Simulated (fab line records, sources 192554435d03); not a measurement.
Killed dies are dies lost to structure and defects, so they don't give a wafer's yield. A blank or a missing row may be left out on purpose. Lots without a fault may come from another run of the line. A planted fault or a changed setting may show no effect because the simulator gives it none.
Chamber matching | flow n5_finfet | N5_BEOL_M4_VIA_ETCH_34 on rie_diel-04: 4 sister chambers
The step etches the open film in C4F6/O2, target depth 69.4 nm, time 65.9 s. 8 wafers are shown with their chamber, then 10 later ones without.

WAFERS WITH THEIR CHAMBER
wafer  | chamber | drypump_motor_current_A (A) | showerhead_plenum_p_Torr (Torr)
L077.6 | 3       | 5.0                         | 2.87
L079.5 | 0       | 5.0                         | 2.69
L085.3 | 1       | 5.9                         | 2.75
L086.1 | 1       | 5.8                         | 2.75
L086.3 | 2       | 6.0                         | 2.87
L086.5 | 2       | 6.0                         | 2.87
L089.3 | 0       | 5.0                         | 2.68
L089.4 | 3       | 5.0                         | 2.86

WAFERS WITHOUT THEIR CHAMBER
wafer  | drypump_motor_current_A (A) | showerhead_plenum_p_Torr (Torr)
L089.5 | 5.8                         | 2.75
L092.2 | 6.0                         | 2.86
L092.4 | 5.8                         | 2.75
L092.5 | 5.8                         | 2.75
L093.1 | 6.0                         | 2.86
L093.4 | 6.0                         | 2.86
L093.5 | 5.9                         | 2.74
L095.2 | 5.0                         | 2.85
L095.4 | 6.0                         | 2.86
L095.6 | 5.1                         | 3.02

WHICH CHAMBER EACH WENT THROUGH
wafer  | from the rows above | in truth
L089.5 | 1                   | 1
L092.2 | 2                   | 2
L092.4 | 1                   | 1
L092.5 | 1                   | 1
L093.1 | 2                   | 2
L093.4 | 2                   | 2
L093.5 | 1                   | 1
L095.2 | 3                   | 3
L095.4 | 2                   | 2
L095.6 | 3                   | 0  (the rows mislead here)
Placed correctly: 9 of 10. Can't be placed from these rows: 0. Placed wrongly: 1.
How it was worked out, from the rows above alone: a wafer's distance from a chamber is the root of the sum, over the readings, of the square of ((its reading less the chamber's mean) divided by the reading's scatter). The wafer belongs to the nearest chamber; if the next one is less than 2 further off, it can't be placed. A chamber's mean is the mean of its shown wafers. The scatter: the root of (the sum of the squares of (reading less its chamber's mean) over the shown wafers, divided by (wafers less chambers)).
